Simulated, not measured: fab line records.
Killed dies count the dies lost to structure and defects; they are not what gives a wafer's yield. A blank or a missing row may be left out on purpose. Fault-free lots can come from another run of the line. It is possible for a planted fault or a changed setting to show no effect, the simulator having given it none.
Struck lot and sound lot, side by side | flow nandHarc | 15 out of 1302 route steps
Sound: the wafers L656.2, L656.3, L656.5. Struck: wafers L648.1, L648.3, L648.5. The cause is named last.
Each step with rows lists, per side, the tool, then ch with its chambers, then its first start. Under that, the readings that differ: sound wafers | struck wafers | difference of the means | sigmas: that difference in standard deviations of wafers without a fault.
alike: words and numbers the same on both sides, and readings whose means are apart by under 2 such deviations; not compared: readings that were withheld, readings missing a value for some wafer, numbers with overlapping values and no deviation given by the record, and bounds like >300 which may hide the same value.
The two part at a step that has a row with sigmas, a row that says differs or no value, or rows on one side only. Numbers that don't overlap but have no deviation are shown without sigmas and don't part them. Lack of a reading on every wafer of one side parts them only where that side has two or more wafers.

first, 3 steps without rows for these wafers: NHARC_A_SGD_CUT_EXPOSE_06 (exposes mask SGD); NHARC_A_SGD_CUT_PEB_07 (peb time 65 s); NHARC_A_SGD_CUT_DEVELOP_08 (develop time 35 s).
NHARC_A_SGD_CUT_CD_MEAS_09: the cd target is 100 nm.
  sound on cdSem-01 ch 0, day 25 09:29; struck on cdSem-01 ch 0, day 23 00:38
  alike: cdNm
NHARC_A_SGD_CUT_OVL_MEAS_10:
  struck on overlay-01, day 23 00:43; sound on overlay-01, day 25 09:34
  alike: overlayXNm, overlayYNm
NHARC_A_SGD_CUT_INSPECT_11:
  struck on defectInspect-01, day 23 00:45; sound on defectInspect-02, day 25 09:36
  alike: rawDefectCount
NHARC_A_SGD_CUT_DESCUM_14: chemistry O2, time 3 s.
  sound on rieDiel-01 ch 0,2, day 25 09:40; struck on rieDiel-01 ch 0,1,3, day 23 00:49
  alike: chamberPressureMTorr, drypumpMotorCurrentA, oesProductAu, rfVppV, showerheadPlenumPTorr, throttleValvePct
  not compared: rfHoursCounterH
NHARC_A_SGD_CUT_ETCH_58: etches the open film in CF4, target depth 39 nm, time 65 s.
  sound on rieDiel-01 ch 0,2, day 25 09:45; struck on rieDiel-01 ch 1,2,3, day 23 00:54
  alike: chamberPressureMTorr, drypumpMotorCurrentA, oesProductAu, rfVppV, showerheadPlenumPTorr, throttleValvePct
  not compared: rfHoursCounterH
NHARC_A_SGD_CUT_ETCH_59: etches the open film in N2/H2, target depth 260 nm, time 406.25 s.
  sound on rieDiel-07 ch 0,3, day 25 09:50; struck on rieDiel-01 ch 0,1
  alike: chamberPressureMTorr, drypumpMotorCurrentA, oesProductAu, rfVppV, showerheadPlenumPTorr, throttleValvePct
  not compared: rfHoursCounterH
NHARC_A_SGD_CUT_ETCH_15: etches the open film in CH3F/O2, target depth 75 nm, time 64.3 s.
  sound on rieDiel-06 ch 0,1, day 25 10:10; struck on rieDiel-01 ch 2,3
reading             | sound             | struck            | difference | sigmas
oesProductAu (a.u.) | 0.995 1.003 1.002 | 0.947 0.979 0.950 | -0.041     | -2
  alike: chamberPressureMTorr, drypumpMotorCurrentA, rfVppV, showerheadPlenumPTorr, throttleValvePct
  not compared: rfHoursCounterH
NHARC_A_SGD_CUT_ETCH_16: etches the open film in C4F8/O2/Ar, target depth 310.5 nm, time 155.2 s.
  sound on rieDiel-07 ch 1,2, day 25 10:17; struck on rieDiel-01 ch 1,2,3
reading             | sound             | struck            | difference | sigmas
oesProductAu (a.u.) | 1.026 1.002 1.017 | 0.954 0.978 0.981 | -0.044     | -3
  alike: chamberPressureMTorr, rfVppV
  not compared: rfHoursCounterH
then, 1 step without rows for these wafers: NHARC_A_SGD_CUT_STRIP_60 (strips in C4F8/O2/Ar).
NHARC_A_SGD_CUT_STRIP_17: strips in O2.
  sound on rieDiel-07 ch 0,2, day 25 10:32; struck on rieDiel-01 ch 1,2,3, day 23 01:36
  no value came back on the struck wafers for any of 7 readings (biasW (W), chamberPressureMTorr (mTorr) and others); on the sound wafers biasW (W) reads 0 0 0
  not compared: rfHoursCounterH
then, 1 step without rows for these wafers: NHARC_A_SGD_CUT_PRECLEAN_18 (cleans in SC1).
-- the record jumps here: 5 days lie between the struck wafers' starts before and after (it left off in module A_SGD_CUT and takes up again in module END, whose first step shown is number 1302 of the route) --
NHARC_END_SORT_01:
  sound on prober-02 ch 0, day 30 10:27; struck on prober-01 ch 0, day 28 00:50
reading       | sound    | struck      | difference | sigmas
killedAtArray | 58 52 50 | 671 672 670 | +618       | +51
killedDies    | 63 54 51 | 677 677 677 | +621       | +52
  alike: killedAtOther, killedAtPeriphery, killedOpen, killedShort

WHERE THEY PART
Last at NHARC_END_SORT_01 as far as this record goes, first at NHARC_A_SGD_CUT_ETCH_15.

WHY: whatever the simulator had introduced
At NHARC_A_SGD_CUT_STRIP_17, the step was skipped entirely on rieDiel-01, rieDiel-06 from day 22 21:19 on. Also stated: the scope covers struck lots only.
